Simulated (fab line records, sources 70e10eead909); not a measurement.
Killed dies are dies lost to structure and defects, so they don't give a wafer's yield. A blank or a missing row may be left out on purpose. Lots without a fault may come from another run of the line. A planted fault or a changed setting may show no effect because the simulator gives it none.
Which tool did it? | flow nand_harc | 13 lots, 39 wafers sampled, at 5 steps of a route of 1302

WHAT THE GAUGES READ, wafer by wafer
NHARC_A_BONDPAD_THK_MEAS_20: measures by xrf.
lot  | measured     | on            | thk_nm (nm)
L596 | day 23 07:29 | film_metro-02 | 170.7 169.6 170.5
L598 | day 23 15:41 | film_metro-02 | 168.0 168.4 170.2
L604 | day 26 01:39 | film_metro-01 | 170.4 167.1 170.8
L605 | day 26 17:02 | film_metro-02 | 169.8 168.0 170.6
L609 | day 28 15:05 | film_metro-02 | 167.8 169.5 168.7
L610 | day 29 04:30 | film_metro-01 | 168.4 167.8 170.1
L611 | day 29 00:54 | film_metro-02 | 172.4 170.1 172.2
L612 | day 30 01:08 | film_metro-01 | 169.4 170.1 168.5
L613 | day 30 16:31 | film_metro-02 | 170.6 171.5 168.6
L614 | day 30 20:08 | film_metro-01 | 171.1 170.9 171.5
L615 | day 30 17:41 | film_metro-02 | 168.7 171.4 168.9
L616 | day 31 14:40 | film_metro-01 | 168.2 169.8 170.3
L617 | day 32 04:35 | film_metro-02 | 171.2 168.9 168.2

NHARC_END_SORT_01.
lot  | measured     | on        | defect_limited_yield (%) | killed_at_array | killed_at_other | killed_at_periphery | killed_dies | killed_open | killed_short | sort_bin_2_pct (%) | sort_bin_3_pct (%) | sort_bin_4_pct (%) | sort_n_pass | sort_rim_yield_pct (%) | sort_yield_pct (%)
L604 | day 27 06:38 | prober-02 | 93.1 93.1 26.0           | 43 43 35        | 1 0 1           | 3 4 465             | 47 47 501   | 6 5 2       | 2 4 1        | 2.8 2.8 29.1       | 0.1 0.1 5.6        | 4.0 4.0 39.3       | 630 630 176 | 89 92 29               | 93.1 93.1 26.0
L605 | day 27 20:29 | prober-02 | 95.1 25.0 24.4           | 31 19 15        | 0 0 0           | 2 489 497           | 33 508 512  | 5 0 2       | 1 1 1        | 1.0 30.1 28.4      | 0.3 6.8 8.4        | 3.5 38.1 38.8      | 644 169 165 | 96 32 26               | 95.1 25.0 24.4
L610 | day 30 09:26 | prober-01 | 94.2 96.0 94.2           | 35 25 36        | 0 0 0           | 4 2 3               | 39 27 39    | 6 1 5       | 3 3 2        | 1.9 1.6 2.2        | 0.4 0.6 0.1        | 3.4 1.8 3.4        | 638 650 638 | 89 92 90               | 94.2 96.0 94.2

WHICH TOOL RAN EACH LOT (tool, then ch and the chambers of the sampled wafers, then the start)
lot  | NHARC_P_M0_ECD_22              | NHARC_A_BONDPAD_ANNEAL_28        | NHARC_THIN_TSV_PVD_51
L596 | ecd_cu-02 ch 0,1, day 6 02:59  | rtp_anneal-02 ch 0, day 23 06:58 | pvd_sputter-01, no start
L598 | ecd_cu-01 ch 0,1, day 6 18:55  | rtp_anneal-01 ch 0, day 23 15:04 | pvd_sputter-03, no start
L604 | ecd_cu-01 ch 0,1, day 9 06:54  | rtp_anneal-02 ch 0, day 26 00:59 | pvd_sputter-01, day 27 06:38 or earlier
L605 | ecd_cu-01 ch 0,1, day 9 21:26  | rtp_anneal-01 ch 0, day 26 16:22 | pvd_sputter-03, day 27 20:29 or earlier
L609 | ecd_cu-02 ch 0,1, day 11 13:38 | rtp_anneal-01 ch 0, day 28 14:28 | pvd_sputter-01, no start
L610 | ecd_cu-02 ch 0,1, day 12 07:38 | rtp_anneal-02 ch 0, day 29 03:53 | pvd_sputter-02, day 30 09:26 or earlier
L611 | ecd_cu-01 ch 0,1, day 12 08:22 | rtp_anneal-01 ch 0, day 29 00:17 | pvd_sputter-01, no start
L612 | ecd_cu-01 ch 0,1, day 12 21:16 | rtp_anneal-01 ch 0, day 30 00:35 | pvd_sputter-03, no start
L613 | ecd_cu-01 ch 0,1, day 13 10:43 | rtp_anneal-02 ch 0, day 30 15:57 | pvd_sputter-02, no start
L614 | ecd_cu-01 ch 0, day 13 12:01   | rtp_anneal-01 ch 0, day 30 19:32 | pvd_sputter-03, no start
L615 | ecd_cu-01 ch 0,1, day 13 20:34 | rtp_anneal-02 ch 0, day 30 17:04 | pvd_sputter-01, no start
L616 | ecd_cu-01 ch 0,1, day 14 10:58 | rtp_anneal-01 ch 0, day 31 14:04 | pvd_sputter-01, no start
L617 | ecd_cu-01 ch 0,1, day 14 22:37 | rtp_anneal-01 ch 0, day 32 03:58 | pvd_sputter-02, no start
- NHARC_P_M0_ECD_22: material Cu, target thk 400 nm.
- NHARC_A_BONDPAD_ANNEAL_28: time 90 s.
- NHARC_THIN_TSV_PVD_51: deposits Cu, target thk 100 nm.

WHAT THE TOOLS THEMSELVES READ (means of the sampled wafers that have a number; where no wafer has one, the mark that the record gives instead)
NHARC_A_BONDPAD_ANNEAL_28.
lot  | tool          | wafer_temp_C_max
L596 | rtp_anneal-02 | 226.2
L598 | rtp_anneal-01 | 227.3
L604 | rtp_anneal-02 | 226.6
L605 | rtp_anneal-01 | 226.6
L609 | rtp_anneal-01 | 227.0
L610 | rtp_anneal-02 | 225.8
L611 | rtp_anneal-01 | 227.1
L612 | rtp_anneal-01 | 227.0
L613 | rtp_anneal-02 | 226.8
L614 | rtp_anneal-01 | 227.1
L615 | rtp_anneal-02 | 226.5
L616 | rtp_anneal-01 | 227.2
L617 | rtp_anneal-01 | 226.8

NHARC_THIN_TSV_PVD_51.
lot  | tool           | throttle_valve_pct (%)
L596 | pvd_sputter-01 | 30.7
L598 | pvd_sputter-03 | 29.9
L604 | pvd_sputter-01 | 30.8
L605 | pvd_sputter-03 | 31.0
L609 | pvd_sputter-01 | 31.4
L610 | pvd_sputter-02 | 30.2
L611 | pvd_sputter-01 | 30.6
L612 | pvd_sputter-03 | 31.2
L613 | pvd_sputter-02 | 29.5
L614 | pvd_sputter-03 | 30.1
L615 | pvd_sputter-01 | 30.5
L616 | pvd_sputter-01 | 30.8
L617 | pvd_sputter-02 | 29.6

THE ANSWER, worked out from the rows above alone
Rule: what is usual is taken from the lots themselves. Put in order of their means at a reading, lots are off if they are a third of the lots or fewer, leave a main group of 4 or more, and stand apart from it by a gap of 3 or more times the standard deviation of the main group's means; of several such gaps the widest counts. A main group whose means are all the same, to the digits that the tables above print for the reading, isn't used. A lot without any number at a reading at which 4 lots or more have one is off too. The other lots that the step has rows for count as sound. The gauges are gone through in route order, then the tools' own readings, and for those a lot's mean is taken as printed above. The first step at which some lot is off is used, and at that step the reading that is off furthest; a lot without a number counts as furthest.
No lot is off at any reading shown: from this, nothing can be told.

WHAT THE SIMULATOR HAD PUT IN
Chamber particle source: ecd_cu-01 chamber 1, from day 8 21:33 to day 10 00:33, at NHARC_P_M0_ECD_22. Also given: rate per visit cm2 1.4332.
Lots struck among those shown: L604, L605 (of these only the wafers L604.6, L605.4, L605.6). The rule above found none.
